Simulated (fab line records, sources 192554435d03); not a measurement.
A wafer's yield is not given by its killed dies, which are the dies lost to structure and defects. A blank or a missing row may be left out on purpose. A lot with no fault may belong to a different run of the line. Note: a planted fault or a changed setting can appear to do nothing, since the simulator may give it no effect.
fab line records    flow n5Finfet
record: lots: 4  wafers: 10  lastDay: 19
route steps=1938 shown BEOL_M13@1684 BEOL_M14@1716 BEOL_M15@1830
lots that met no fault: from a run of the same line without faults
startH: hours from the record's opening day to when the first of the lot's shown wafers began    waitH: how many hours have passed since the lot's step before this one    " repeats the value in the row above    L1.1+2: a single row standing in for several wafers    - no value present, or no start provided    * or withheld: withheld    < > ~ a bound
route shown NAME@n: a module of which the file shows steps, and the number in the route of the first    usual: mean/standard deviation taken from wafers without a fault    same: alike in all rows    chamber/n: place in a boat    sites: readings site by site    _std_site: standard deviation of those values    _edge_site: inner sites' mean taken away from outer sites' mean    radiusMm: how far each site lies from the wafer's centre    mask NAME#n: copy n    behind: tool/chamber where the wafer was last shaped    hold: why the lot was held/for how many hours/how that ended    device: whichever transistor did not switch (one of n, p or np)    end of line: the tests these same wafers got at the end of their route    a step with no rows: only its recipe    killed: the dies lost at the first sort to structure and to defects; this is not the yield of the wafer    map: per-die view of a wafer (x killed, . not killed, _ where there is no die)
set.NAME: the setting that was run; set.NAME@STEP: the one run at that earlier step    model.NAME: the simulator's own value behind a step, which no gauge read
certain route steps with their lots: each step a table, each wafer a row
services: a tool's chamber out of use, with start hour (startH, from the record's first day; less than 0 if before it), hours out, and reason
== steps ==
step: N5_BEOL_M13_SOFTBAKE_23
recipe: tempC: 130  timeS: 60
step: N5_BEOL_M13_EXPOSE_25
recipe: maskId: M13  na: 0.93  sourceShape: conventional  sigmaOuter: 0.4  polarization: unpolarized  targetCdNm: 210  doseMj: 22
step: N5_BEOL_M13_PEB_26
recipe: pebTempC: 130  pebTimeS: 90
step: N5_BEOL_M13_DEVELOP_27
recipe: developTimeS: 45  rinseLiquid: diw  dry: airSpin  devTempC: 21
step: N5_BEOL_M13_HARDBAKE_32
recipe: tempC: 130  timeS: 120
step: N5_BEOL_M13_DESCUM_33
recipe: chemistry: O2  timeS: 7.9  sourcePowerW: 50  biasPowerW: 20  pressureMtorr: 20  rfFrequencyHz: 2.712e+07  tempC: 40  o2FlowSccm: 225
step: N5_BEOL_M13_ETCH_67
recipe: chemistry: CF4  target: SiARC  targetDepthA: 1430  timeS: 238.3  ionEnergyEv: 80  pressureMtorr: 40  sourceW: 545  biasW: 36  Ar_flow_sccm: 100  cf4FlowSccm: 100  ends: cleared
step: N5_BEOL_M13_ETCH_68
recipe: chemistry: N2/H2  target: SOC  maskMaterial: SiARC  sourceW: 3000  biasW: 350  tempC: 40  timeS: 355  ionEnergyEv: 200  pressureMtorr: 30  n2FlowSccm: 200  h2FlowSccm: 200
step: N5_BEOL_M13_STRIP_69
recipe: chemistry: N2/H2  tempC: 40  n2FlowSccm: 200  h2FlowSccm: 200  rfFrequencyHz: 6e+07
step: N5_BEOL_M13_TRENCH_ETCH_34
recipe: chemistry: C4F8/O2/Ar  target: SiOC  targetDepthA: 4134.7  maskMaterial: SOC  pressureMtorr: 30  sourceW: 3000  biasW: 700  Ar_flow_sccm: 400  C4F8_flow_sccm: 15  O2_flow_sccm: 8  heInnerTorr: 15  heOuterTorr: 30  timeS: 162.6  ionEnergyEv: 250
usual: drypumpMotorCurrentA: 5.8/0.47  oesProductAu: 0.79/0.088  rfVppV: 665/4  showerheadPlenumPTorr: 3.38/0.14  throttleValvePct: 24.34/0.3
lot.wafer  tool        chamber  startH  waitH  drypumpMotorCurrentA  oesProductAu  rfHoursCounterH  rfVppV  showerheadPlenumPTorr  throttleValvePct  model.etch.depthNm
L482.2     rieDiel-06  0        344.37  0.0    5.3                   0.72          179              658     3.13                   24.44             406
L482.3     "           3        "       "      6.0                   0.67          248              661     3.26                   24.60             402.3
L482.5     "           3        "       "      6.0                   0.67          -                661     3.26                   24.59             400.1
L486.2     rieDiel-06  3        395.51  0.0    6.0                   0.95          7                672     3.65                   24.38             414.4
L486.5     "           1        "       "      6.5                   0.90          -                664     3.36                   24.68             600.7
L490.3     rieDiel-06  1        407.62  0.0    6.5                   0.90          243              664     3.36                   24.68             599.3
L490.5     "           1        "       "      6.4                   0.91          -                664     3.36                   24.67             607.5
L492.3     rieDiel-02  2        425.55  0.0    5.3                   0.73          194              660     3.28                   24.37             413.5
L492.4     "           1        "       "      6.6                   0.78          101              669     3.56                   24.09             408.8
L492.6     "           2        "       "      5.3                   0.74          -                661     3.28                   24.36             414.3
step: N5_BEOL_M13_STRIP_70
recipe: chemistry: C4F8/O2/Ar  resist: SiARC  rfFrequencyHz: 6e+07
step: N5_BEOL_M13_OCD_MEAS_35
usual: trenchDepthNm: 411/5.9
lot.wafer  tool    chamber  startH  waitH  trenchDepthNm
L482.2     ocd-02  -        344.55  0.0    406
L482.3     "       -        "       "      403
L482.5     "       -        "       "      400
L486.2     ocd-01  -        395.69  0.0    415
L486.5     "       -        "       "      601
L490.3     ocd-01  -        407.80  0.0    599
L490.5     "       -        "       "      607
L492.3     ocd-02  -        425.72  0.0    413
L492.4     "       -        "       "      408
L492.6     "       -        "       "      414
step: N5_BEOL_M13_STRIP_37
recipe: chemistry: N2/H2  powerW: 1000  tempC: 250  h2Frac: 0.65  overashFraction: 0.3  pressureMtorr: withheld  n2FlowSccm: 1750  h2FlowSccm: 3250
step: N5_BEOL_M13_ETCH_38
recipe: chemistry: CF4/N2  target: SiCN  targetDepthA: 675  taperDeg: 2  timeS: 71.9  ionEnergyEv: 150  maskMaterial: SiO2  pressureMtorr: 40  sourceW: 430  biasW: 70  Ar_flow_sccm: 100  cf4FlowSccm: 60  n2FlowSccm: 60
step: N5_BEOL_M13_PRECLEAN_39
recipe: chemistry: residueRemover  timeS: 60  tempC: 40
step: N5_BEOL_M13_SRD_40
recipe: timeS: 30  tempC: 23  rinseLiquid: diw  dry: n2Spin  spinRpm: 1500  dryTimeS: 30
step: N5_BEOL_M13_DEGAS_41
recipe: ambient: vacuum  tempC: 250  timeS: 60
step: N5_BEOL_M13_PRE_CLEAN_42
recipe: gas: H2/He  timeS: 30  tempC: 250
step: N5_BEOL_M13_SPUTTER_43
recipe: material: TaN  targetThkA: 150  tempC: 50  biasV: 168.6  powerW: 15000  chamberPressurePa: 0.12  timeS: 24.19
step: N5_BEOL_M13_SPUTTER_44
recipe: material: Ta  targetThkA: 100  tempC: 50  biasV: 80  powerW: 15000  chamberPressurePa: 0.07  timeS: 16.13
step: N5_BEOL_M13_SPUTTER_45
recipe: material: Cu  targetThkA: 800  tempC: -20  biasV: 60  powerW: 26000  chamberPressurePa: 0.13  timeS: 13.33
step: N5_BEOL_M13_ECD_47
recipe: material: Cu  targetThkA: 9360
step: N5_BEOL_M13_ANNEAL_48
recipe: tempC: 225  timeS: 90  ambient: N2
step: N5_BEOL_M13_CMP_49
recipe: stopOn: SiOC  tOverpolishS: 17.1  downForcePsi: 1  platenRpm: 50  clearingPlatenDownForcePsi: 1.5  clearingPlatenRpm: 50  postCmpClean: cuAlkaline  targetThkNm: 420  clearingPlatenPadVelocityMS: 0.99484  padVelocityMS: 0.99484
usual: barrierFieldEndpointS: 30.1/0.63  motorCurrentA: 6.1/0.59  overpolishRunS: 17.099/0.009
lot.wafer  tool    chamber  startH  waitH  barrierFieldEndpointS  motorCurrentA  overpolishRunS  model.Cu_of_BEOL_M13_ECD_47.thkNm
L482.3     cmp-01  3        348.69  0.2    30.9                   5.6            17.084          410
L482.2     "       1        "       "      29.9                   6.3            17.110          413
L482.5     "       2        "       "      29.6                   6.7            17.110          406.8
L486.2     cmp-02  2        400.97  0.2    29.9                   6.8            17.087          420
L486.5     "       3        "       "      30.9                   7.4            17.115          607.2
L490.3     cmp-01  1        409.87  0.2    30.2                   6.1            17.117          604.6
L490.5     "       1        "       "      28.9                   6.2            17.088          613
L492.3     cmp-01  2        431.20  0.2    28.7                   6.9            17.085          418
L492.4     "       1        "       "      29.8                   6.3            17.104          413.2
L492.6     "       2        "       "      29.4                   6.7            17.094          419
step: N5_BEOL_M13_THK_MEAS_50
recipe: thkMeasGauge: xrf  reads: Cu_of_BEOL_M13_ECD_47
usual: M13_THK: 418/7
lot.wafer  tool          chamber  startH  waitH  M13_THK[nm]
L482.2     filmMetro-02  -        348.95  -      407
L482.3     "             -        "       "      403
L482.5     "             -        "       "      401
L486.2     filmMetro-01  -        401.26  -      424
L486.5     "             -        "       "      616
L490.3     filmMetro-01  -        410.16  -      596
L490.5     "             -        "       "      605
L492.3     filmMetro-02  -        431.50  -      416
L492.4     "             -        "       "      412
L492.6     "             -        "       "      420
step: N5_BEOL_M13_PRE_CLEAN_52
recipe: gas: NH3  timeS: 15  tempC: withheld  rfPowerW: 300
step: N5_BEOL_M13_DEP_53
recipe: material: SiCN  targetThkA: 500  tempC: withheld  precursor: 3MS/NH3  pressureTorr: 3  rfW: 675  timeS: 17.8
step: N5_BEOL_M13_RS_MEAS_54
recipe: thkMeasGauge: four-point-probe  reads: Cu_of_BEOL_M13_ECD_47+Ta_of_BEOL_M13_SPUTTER_44+TaN_of_BEOL_M13_SPUTTER_43
usual: M13_RS: 0.0452/0.00064
lot.wafer  tool          chamber  startH  waitH  M13_RS[ohm/sq]
L482.2     filmMetro-02  -        349.08  0.1    0.0456
L482.3     "             -        "       "      0.0461
L482.5     "             -        "       "      0.0464
L486.2     filmMetro-01  -        401.42  0.1    0.0449
L486.5     "             -        "       "      0.0307
L490.3     filmMetro-02  -        410.29  0.1    0.0309
L490.5     "             -        "       "      0.0305
L492.3     filmMetro-02  -        431.63  0.1    0.0450
L492.4     "             -        "       "      0.0456
L492.6     "             -        "       "      0.0450
step: N5_BEOL_M14_ILD_DEP_00
recipe: material: SiO2  targetThkA: 11193  tempC: 400  precursor: TEOS/O2  pressureTorr: 6.5  rfW: 900  teosFlowSccm: 161.4  gas: O2  flowSccm: 2650  timeS: 237.4
step: N5_BEOL_M14_COAT_58
recipe: resist: BARC  tempC: 205  timeS: 60  spinRpm: 1500  resistThkNm: 89
step: N5_BEOL_M14_COAT_04
recipe: spinRpm: 1704  resistThkNm: 800
step: N5_BEOL_M14_EBR_06
recipe: solvent: PGMEA  ebrWidthMm: 1.5
step: N5_BEOL_M14_SOFTBAKE_05
recipe: tempC: 130  timeS: 60
step: N5_BEOL_M14_EXPOSE_07
recipe: maskId: V13  na: 0.8  sourceShape: annular  sigmaInner: 0.5  sigmaOuter: 0.8  polarization: unpolarized  attpsmPhaseDeg: 180  doseMj: 57
step: N5_BEOL_M14_PEB_08
recipe: pebTempC: 130  pebTimeS: 90
step: N5_BEOL_M14_DEVELOP_09
recipe: developTimeS: 45  rinseLiquid: diw  dry: airSpin  devTempC: 21
step: N5_BEOL_M14_HARDBAKE_14
recipe: tempC: 130  timeS: 120
step: N5_BEOL_M15_RC_MEAS_101
usual: COMB_M10: 1.5e-11/3.7e-12  COMB_M11: 1.4e-11/3e-12  COMB_M11_max_site: 2.1e-11/5.2e-12  COMB_M12: 6.2e-12/1.4e-12  COMB_M14: 3.6e-12/8.2e-13  COMB_M15: 2.7e-12/7.1e-13  COMB_M15_max_site: 3.8e-12/9.9e-13  COMB_M5: 3.9e-11/8.6e-12  COMB_M6: 2.5e-11/5.7e-12  COMB_M7: 2.6e-11/5.5e-12  COMB_M8: 2.6e-11/5.4e-12  COMB_M9: 1.43e-11/3e-12  SERP_M10: 3.11/0.083  SERP_M11: 3.07/0.073  SERP_M12: 0.643/0.02  SERP_M13: 0.310/0.0051  SERP_M13_max_site: 0.314/0.0054  SERP_M14: 0.163/0.0032  SERP_M5: 38.7/1.9  SERP_M6: 14.0/0.66  SERP_M7: 13.8/0.55  SERP_M7_max_site: 14.3/0.62  SERP_M8: 14.3/0.52  SERP_M9: 3.05/0.079
lot.wafer  tool       chamber  startH  waitH  COMB_M10[S/m]  COMB_M11[S/m]  COMB_M11_max_site[S/m]  COMB_M12[S/m]  COMB_M14[S/m]  COMB_M15[S/m]  COMB_M15_max_site[S/m]  COMB_M5[S/m]  COMB_M6[S/m]  COMB_M7[S/m]  COMB_M8[S/m]  COMB_M9[S/m]  SERP_M10[ohm/um]  SERP_M11[ohm/um]  SERP_M12[ohm/um]  SERP_M13[ohm/um]  SERP_M13_max_site[ohm/um]  SERP_M14[ohm/um]  SERP_M5[ohm/um]  SERP_M6[ohm/um]  SERP_M7[ohm/um]  SERP_M7_max_site[ohm/um]  SERP_M8[ohm/um]  SERP_M9[ohm/um]
L482.2     prober-01  0        362.88  0.2    2e-11          2e-11          3.5e-11                 6.6e-12        4.5e-12        2.9e-12        3.3e-12                 6.1e-11       2.2e-11       2e-11         2.6e-11       1.69e-11      3.16              3.12              0.667             0.308             0.311                      0.160             40.4             14.4             14.8             15.0                      15.0             3.13
L482.3     "          0        "       "      1.9e-11        1.5e-11        2e-11                   8.1e-12        4e-12          2.4e-12        3.5e-12                 4e-11         2.4e-11       2.8e-11       3.7e-11       1.53e-11      2.99              3.11              0.614             0.315             0.319                      0.159             40.9             14.9             14.6             14.8                      14.1             3.17
L482.5     "          0        "       "      1.6e-11        1.6e-11        2.3e-11                 6.7e-12        3.7e-12        3.8e-12        4.4e-12                 4.5e-11       1.9e-11       2.1e-11       3.3e-11       1.48e-11      2.99              3.15              0.607             0.317             0.320                      0.159             40.7             13.1             14.3             14.8                      15.7             3.14
L486.2     prober-02  0        413.74  0.2    1.3e-11        1.6e-11        2.4e-11                 3.8e-12        3.5e-12        1.4e-12        1.7e-12                 4.5e-11       2.4e-11       2.6e-11       2.2e-11       1.54e-11      3.12              2.99              0.664             0.312             0.317                      0.165             38.5             14.6             13.8             14.6                      14.7             2.96
L486.5     "          0        "       "      2e-11          1.4e-11        1.6e-11                 4.2e-12        3.4e-12        2e-12          3.6e-12                 4.2e-11       3.2e-11       2.1e-11       1.8e-11       1.36e-11      3.08              3.12              0.672             0.209             0.211                      0.159             39.4             13.6             14.8             15.3                      15.2             3.04
L490.3     prober-02  0        424.31  0.3    1e-11          1e-11          2.3e-11                 5e-12          2.2e-12        3e-12          3.8e-12                 4.4e-11       2.6e-11       2.8e-11       2.7e-11       1.48e-11      3.10              3.17              0.647             0.209             0.211                      0.162             40.3             14.2             13.3             13.8                      14.4             2.91
L490.5     "          0        "       "      1.5e-11        1.4e-11        1.8e-11                 5.2e-12        2.5e-12        1.9e-12        2.8e-12                 3.5e-11       2.6e-11       2.6e-11       2.7e-11       1.13e-11      3.07              3.07              0.625             0.206             0.208                      0.165             41.6             14.7             13.9             14.3                      14.4             3.03
L492.3     prober-02  0        441.17  0.3    1.1e-11        1.2e-11        1.9e-11                 3.3e-12        2.9e-12        1.9e-12        4.1e-12                 3e-11         2.4e-11       1.5e-11       2.5e-11       1.63e-11      3.18              3.14              0.650             0.309             0.313                      0.162             38.0             13.6             14.0             14.7                      13.6             3.17
L492.4     "          0        "       "      1.3e-11        1.2e-11        1.6e-11                 5.7e-12        3.4e-12        1.7e-12        3.4e-12                 3.9e-11       2.3e-11       2.3e-11       2e-11         1.35e-11      3.15              3.03              0.678             0.317             0.319                      0.164             40.5             13.4             13.8             14.4                      14.2             3.11
L492.6     "          0        "       "      1.7e-11        1.2e-11        1.8e-11                 6.7e-12        2.4e-12        1.8e-12        3.2e-12                 4.5e-11       1.3e-11       2.4e-11       2.6e-11       1.14e-11      3.07              2.96              0.628             0.315             0.317                      0.160             40.2             13.5             13.8             14.0                      13.4             3.14
sites SERP_M13 radiusMm=0,75,75,75,75,140,140,140,140
L482.2 0.308 0.309 0.311 0.306 0.310 0.306 0.306 0.308 0.307
L486.2 0.317 0.313 0.312 0.312 0.313 0.310 0.311 0.309 0.311
L490.3 0.207 0.209 0.208 0.209 0.210 0.206 0.209 0.208 0.211
L492.3 0.308 0.309 0.308 0.309 0.309 0.313 0.311 0.312 0.313
== services ==
tool        chamber  startH  hours  kind
cmp-02      -        331.91  3.7    repair
rieDiel-02  0        347.03  9.0    repair
cmp-01      -        351.41  0.6    repair
rieDiel-06  3        352.48  -      clean
rieDiel-06  3        352.48  -      consumableReplace:focusRing
rieDiel-06  3        352.48  -      consumableReplace:showerhead
rieDiel-06  3        352.48  16.5   scheduledDown
rieDiel-06  3        352.48  16.5   ventCycle
rieDiel-06  1        354.73  9.2    repair
cmp-01      -        356.48  5.5    pm
cmp-02      -        357.00  0.5    repair
cmp-02      -        362.91  10.7   pm
cmp-02      -        384.46  2.4    repair
cmp-01      -        393.76  4.0    repair
cmp-01      -        405.18  0.3    repair
rieDiel-06  1        426.85  -      clean
rieDiel-06  1        426.85  -      consumableReplace:focusRing
rieDiel-06  1        426.85  32.6   scheduledDown
rieDiel-06  1        426.85  32.6   ventCycle
== key ==
firstSign: step: N5_BEOL_M13_OCD_MEAS_35  reading: trenchDepthNm  direction: up  sigmas: 32  usual: 411  struck: 603
effect: step: N5_BEOL_M13_THK_MEAS_50  reading: M13_THK  direction: up  sigmas: 27  usual: 418  struck: 605
effect: step: N5_BEOL_M13_RS_MEAS_54  reading: M13_RS  direction: down  sigmas: 23  usual: 0.0452  struck: 0.0307
effect: step: N5_BEOL_M15_RC_MEAS_101  reading: SERP_M13  direction: down  sigmas: 20  usual: 0.310  struck: 0.208
modelEffect: step: N5_BEOL_M13_TRENCH_ETCH_34  value: etch.depthNm  without: 409.9  struck: 602.5
modelEffect: step: N5_BEOL_M13_CMP_49  value: Cu_of_BEOL_M13_ECD_47.thkNm  without: 415.7  struck: 608.3
metAt N5_BEOL_M13_TRENCH_ETCH_34
struckWafers L486.5,L490.3,L490.5
onsetBetween 344.37 395.51
fault: kind: processParameterDrift  tool: rieDiel-06  chamber: -  onsetH: 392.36  steps: N5_BEOL_M13_TRENCH_ETCH_34  channel: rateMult  offset: 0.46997  shape: step  endH: 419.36  scope: struckWafersOnly
